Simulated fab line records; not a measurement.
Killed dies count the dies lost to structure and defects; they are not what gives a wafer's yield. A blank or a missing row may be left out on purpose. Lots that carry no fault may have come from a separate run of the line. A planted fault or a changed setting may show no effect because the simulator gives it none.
Matching of chambers	flow nandHarc	NHARC_A_STAIRCASE_STRIP_476 on rieDiel-03: 4 sister chambers
The step strips in O2, time 20 s. 18 wafers are shown with their chamber, then 9 later ones without.

## WAFERS PAIRED WITH THEIR CHAMBERS
wafer	chamber	drypumpMotorCurrentA (A)	showerheadPlenumPTorr (Torr)	oesProductAu (a.u.)
L077.2	1	4.9	3.63	0.986
L077.3	2	5.6	3.71	0.990
L077.5	2	5.7	3.71	0.993
L079.2	0	5.6	3.67	1.009
L079.5	0	5.6	3.67	1.015
L079.6	1	4.9	3.62	0.987
L080.1	3	6.8	3.49	1.005
L080.2	0	5.6	3.67	1.011
L080.4	3	6.8	3.49	1.008
L085.2	3	6.8	3.48	1.019
L085.3	2	5.6	3.70	0.992
L085.5	0	5.6	3.66	1.012
L086.1	1	4.9	3.62	0.994
L086.2	2	5.7	3.70	0.997
L086.3	3	6.8	3.48	1.013
L093.1	1	4.9	3.61	0.986
L093.3	2	5.6	3.70	1.000
L093.6	3	6.8	3.47	1.010

SIGNATURES, as means of the wafers listed above
reading	chamber 0	chamber 1	chamber 2	chamber 3	scatter within a chamber
drypumpMotorCurrentA	5.600	4.900	5.640	6.800	0.0293
showerheadPlenumPTorr	3.6675	3.6200	3.7040	3.4820	0.00694
oesProductAu	1.01175	0.98825	0.99440	1.01100	0.00416
Rule: a wafer's distance from a chamber is the root of the sum, over the readings, of the square of ((its reading less the chamber's mean) divided by the reading's scatter). If the next closest chamber is less than 2 further off than the closest, the wafer can't be placed; otherwise it belongs to the closest. The scatter: the root of (the sum of the squares of (reading less its chamber's mean) over the shown wafers, divided by (wafers less chambers)).

## WAFERS WITHOUT THEIR CHAMBER
wafer	drypumpMotorCurrentA (A)	showerheadPlenumPTorr (Torr)	oesProductAu (a.u.)
L090.1	5.6	3.70	1.005
L090.4	5.6	3.66	1.028
L090.5	4.9	3.61	0.993
L094.2	6.8	3.47	1.027
L094.3	5.6	3.69	1.012
L094.4	5.6	3.65	1.022
L096.1	5.7	3.69	1.002
L096.5	6.7	3.47	0.997
L096.6	5.7	3.69	1.007

## WHICH CHAMBER EACH ONE RAN IN
wafer	from the rows above	in truth
L090.1	2	2
L090.4	0	0
L090.5	1	1
L094.2	3	3
L094.3	can't be placed: 0 or 2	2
L094.4	0	0
L096.1	can't be placed: 2 or 0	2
L096.5	3	3
L096.6	can't be placed: 2 or 0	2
Correctly placed: 6 of 9. Cannot be placed on the basis of these rows: 3; the candidates contain the true chamber in 3. 0 placed wrongly.
